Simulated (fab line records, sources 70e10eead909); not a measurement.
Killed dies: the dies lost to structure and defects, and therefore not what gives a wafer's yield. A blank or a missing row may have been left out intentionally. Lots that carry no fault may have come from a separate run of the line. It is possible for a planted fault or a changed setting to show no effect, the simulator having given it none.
Struck lot and sound lot, side by side    flow nand harc    18 steps out of a route of 1159
Sound: the wafers L191.1, L191.3, L191.4. Wafers L196.1, L196.4, L196.6 were the ones struck. At the end, the cause is stated.
At each step with rows: each side's tool, then ch and its chambers, then its first start. Under that, the readings that differ: sound wafers    struck wafers    difference of the means    sigmas: that difference in standard deviations of wafers without a fault.
alike: readings whose means differ by less than 2 such deviations, and words and numbers that are the same on both sides. not compared: withheld readings, readings that some wafer has no value for, bounds like >300 that may hide the same value, and numbers for which the record gives no deviation and whose values overlap.
The two part at a step that has a row with sigmas, a row that says differs or no value, or rows on one side only. Non-overlapping numbers with no deviation appear without sigmas and do not part them. A reading that every wafer of one side lacks parts them only if that side has two wafers or more.

NHARC_A_CONTACT_ETCH_106: etches the open film in CF4/O2, target depth 60 nm, overetch 6 nm, time 33 s.
  sound on rie diel-10 ch 0,2,3, day 17 21:31; struck on rie diel-10 ch 0,1, day 19 23:25
  alike: drypump motor current A, oes_ar_750_au, oes product au, rf vpp V, showerhead plenum p Torr, throttle valve pct
  not compared: rf hours counter h
NHARC_A_CONTACT_STRIP_82: strips in O2.
  sound on rie diel-10 ch 0,1,3; struck on rie diel-10 ch 1,2,3
  alike: drypump motor current A, oes product au, rf vpp V, showerhead plenum p Torr, throttle valve pct
  not compared: rf hours counter h
then, 1 step without rows for these wafers: NHARC_A_CONTACT_STRIP_83 (strips in post etch residue remover, time 600 s).
NHARC_A_CONTACT_DEP_84: deposits aC, target thk 2000 nm.
  sound on acl dep-02 ch 0, day 17 22:11; struck on acl dep-01 ch 0, day 20 03:16
  alike: susceptor temp C, throttle valve pct
NHARC_A_CONTACT_DEP_85: deposits SiON, target thk 50 nm.
  sound on pecvd-02 ch 1,2, day 17 23:26; struck on pecvd-03 ch 1,2, day 20 04:32
  alike: chamber pressure Torr, heater power outer w, heater power w, susceptor temp C
then, 7 steps without rows for these wafers: NHARC_A_CONTACT_DEHYDRATE_00 (time 120 s); NHARC_A_CONTACT_HMDS_01 (time 30 s); NHARC_A_CONTACT_COAT_86 (time 75 s); NHARC_A_CONTACT_COAT_87 (time 65 s); NHARC_A_CONTACT_COAT_02 (resist thk 90 nm); NHARC_A_CONTACT_SOFTBAKE_03 (time 55 s); NHARC_A_CONTACT_EBR_04.
NHARC_A_CONTACT_EXPOSE_05: exposes mask A CC.
  sound on arfi scanner-03 ch 0, day 18 00:02; struck on arfi scanner-03 ch 0, day 20 04:59
reading               sound              struck                difference  sigmas
exposure dose mJ cm2  84.16 84.19 84.20  110.07 110.10 110.04  +25.89      +99 or more
  alike: mask, stage vel mm s
then, 2 steps without rows for these wafers: NHARC_A_CONTACT_PEB_06 (peb time 65 s); NHARC_A_CONTACT_DEVELOP_07 (develop time 35 s).
NHARC_A_CONTACT_CD_MEAS_08 targets a cd of 100 nm.
  sound on cd sem-01 ch 0, day 18 00:10; struck on cd sem-01 ch 0, day 20 05:08
reading     sound              struck             difference  sigmas
cd nm (nm)  100.1 100.5 100.1  121.1 120.8 120.9  +20.7       +40
NHARC_A_CONTACT_OVL_MEAS_09:
  sound on overlay-02 at day 18 00:16; struck on overlay-02 at day 20 05:13
  alike: overlay x nm, overlay y nm
-- break in the record here, with 3 days between the starts of the struck wafers on either side (left off in module A_CONTACT, picked up again in module END, where the first step shown is number 1159 on the route) --
NHARC_END_SORT_01:
  sound on prober-01 ch 0, day 20 04:49; struck on prober-02 ch 0, day 22 18:19
  alike: killed at array, killed at other, killed at periphery, killed dies, killed open, killed short

## WHERE THEY PART
First at NHARC_A_CONTACT_EXPOSE_05; last, within this record, at NHARC_A_CONTACT_CD_MEAS_08. Later steps at which nothing parts them and some readings are alike: NHARC_A_CONTACT_OVL_MEAS_09, NHARC_END_SORT_01.

WHY: what the simulator had put in
Process parameters drifting: arfi scanner-03 at NHARC_A_CONTACT_EXPOSE_05, beginning at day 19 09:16. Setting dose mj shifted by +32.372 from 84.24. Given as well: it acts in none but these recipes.
